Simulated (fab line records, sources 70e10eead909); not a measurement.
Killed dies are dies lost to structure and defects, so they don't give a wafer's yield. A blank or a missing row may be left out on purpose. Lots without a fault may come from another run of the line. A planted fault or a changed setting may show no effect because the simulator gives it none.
Chamber matching | flow nand_harc | NHARC_P_BONDPAD_DESCUM_11 on rie_diel-06: 4 sister chambers
The step chemistry O2, time 3 s. 8 wafers are shown with their chamber, then 8 later ones without.

WAFERS WITH THEIR CHAMBER
wafer  | chamber | drypump_motor_current_A (A) | rf_vpp_V (V)
L950.6 | 1       | 5.61                        | 56.5
L953.1 | 0       | 5.55                        | 56.8
L963.2 | 2       | 5.84                        | 58.0
L963.5 | 3       | 5.55                        | 57.2
L966.3 | 3       | 5.58                        | 58.5
L966.4 | 2       | 5.85                        | 57.3
L966.5 | 0       | 5.54                        | 57.7
L967.1 | 1       | 5.61                        | 57.2

WAFERS WITHOUT THEIR CHAMBER
wafer  | drypump_motor_current_A (A) | rf_vpp_V (V)
L967.5 | 5.55                        | 59.5
L967.6 | 5.86                        | 56.4
L968.1 | 5.58                        | 58.2
L968.2 | 5.86                        | 57.8
L968.3 | 5.51                        | 57.4
L969.3 | 5.60                        | 56.9
L969.4 | 5.85                        | 59.6
L969.6 | 5.57                        | 57.3

WHICH CHAMBER EACH WENT THROUGH
wafer  | from the rows above          | in truth
L967.5 | can't be placed: 3 or 0      | 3
L967.6 | 2                            | 2
L968.1 | can't be placed: 3 or 1 or 0 | 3
L968.2 | 2                            | 2
L968.3 | can't be placed: 0 or 3      | 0
L969.3 | 1                            | 1
L969.4 | 2                            | 2
L969.6 | can't be placed: 3 or 0      | 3
Placed correctly: 4 of 8. Can't be placed from these rows: 4 (the true chamber is among the candidates in 4). Placed wrongly: 0.
How it was worked out, from the rows above alone: a wafer's distance from a chamber is the root of the sum, over the readings, of the square of ((its reading less the chamber's mean) divided by the reading's scatter). The wafer belongs to the nearest chamber; if the next one is less than 2 further off, it can't be placed. A chamber's mean is the mean of its shown wafers. The scatter: the root of (the sum of the squares of (reading less its chamber's mean) over the shown wafers, divided by (wafers less chambers)).
